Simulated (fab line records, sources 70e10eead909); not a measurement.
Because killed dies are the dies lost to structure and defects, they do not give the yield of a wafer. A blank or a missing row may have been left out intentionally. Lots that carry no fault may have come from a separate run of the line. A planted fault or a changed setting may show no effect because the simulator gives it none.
Matching of chambers || flow nand_harc || NHARC_P_M0_STRIP_18 on rie_diel-01: 4 sister chambers
The step strips in N2/H2. 4 wafers are shown with their chamber, then 12 later ones without.

== WAFERS, EACH WITH ITS CHAMBER ==
{"wafer": "L086.6", "chamber": 2, "drypump_motor_current_A (A)": 6.0}
{"wafer": "L089.1", "chamber": 1, "drypump_motor_current_A (A)": 5.3}
{"wafer": "L089.2", "chamber": 0, "drypump_motor_current_A (A)": 5.7}
{"wafer": "L089.5", "chamber": 3, "drypump_motor_current_A (A)": 5.7}

== WAFERS WITH NO CHAMBER GIVEN ==
{"wafer": "L090.2", "drypump_motor_current_A (A)": 5.4}
{"wafer": "L090.3", "drypump_motor_current_A (A)": 5.7}
{"wafer": "L090.4", "drypump_motor_current_A (A)": 6.0}
{"wafer": "L091.1", "drypump_motor_current_A (A)": 6.0}
{"wafer": "L091.2", "drypump_motor_current_A (A)": 5.7}
{"wafer": "L091.6", "drypump_motor_current_A (A)": 5.7}
{"wafer": "L092.1", "drypump_motor_current_A (A)": 5.4}
{"wafer": "L092.3", "drypump_motor_current_A (A)": 5.7}
{"wafer": "L092.5", "drypump_motor_current_A (A)": 5.7}
{"wafer": "L094.2", "drypump_motor_current_A (A)": 5.7}
{"wafer": "L094.3", "drypump_motor_current_A (A)": 5.7}
{"wafer": "L094.4", "drypump_motor_current_A (A)": 5.3}

== EACH ONE'S CHAMBER ==
{"wafer": "L090.2", "from the rows above": 1, "in truth": 1}
{"wafer": "L090.3", "from the rows above": "can't be placed: 0 or 3", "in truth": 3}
{"wafer": "L090.4", "from the rows above": 2, "in truth": 2}
{"wafer": "L091.1", "from the rows above": 2, "in truth": 2}
{"wafer": "L091.2", "from the rows above": "can't be placed: 0 or 3", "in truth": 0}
{"wafer": "L091.6", "from the rows above": "can't be placed: 0 or 3", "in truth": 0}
{"wafer": "L092.1", "from the rows above": 1, "in truth": 1}
{"wafer": "L092.3", "from the rows above": "can't be placed: 0 or 3", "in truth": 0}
{"wafer": "L092.5", "from the rows above": "can't be placed: 0 or 3", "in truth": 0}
{"wafer": "L094.2", "from the rows above": "can't be placed: 0 or 3", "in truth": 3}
{"wafer": "L094.3", "from the rows above": "can't be placed: 0 or 3", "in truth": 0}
{"wafer": "L094.4", "from the rows above": 1, "in truth": 1}
Placed correctly: 5 of 12. From these rows, 7 cannot be placed; in 7 the true chamber is one of the candidates. Wrongly placed: 0.
How it was worked out, from the rows above alone: a wafer's distance from a chamber is the root of the sum, over the readings, of the square of ((its reading less the chamber's mean) divided by the reading's scatter). If the next closest chamber is less than 2 further off than the closest, the wafer can't be placed; otherwise it belongs to the closest. For every chamber, the mean is computed from those of its wafers that are shown. The scatter: with one shown wafer a chamber, the root of the mean of the squares of how far each hidden wafer lies from its nearest shown one.
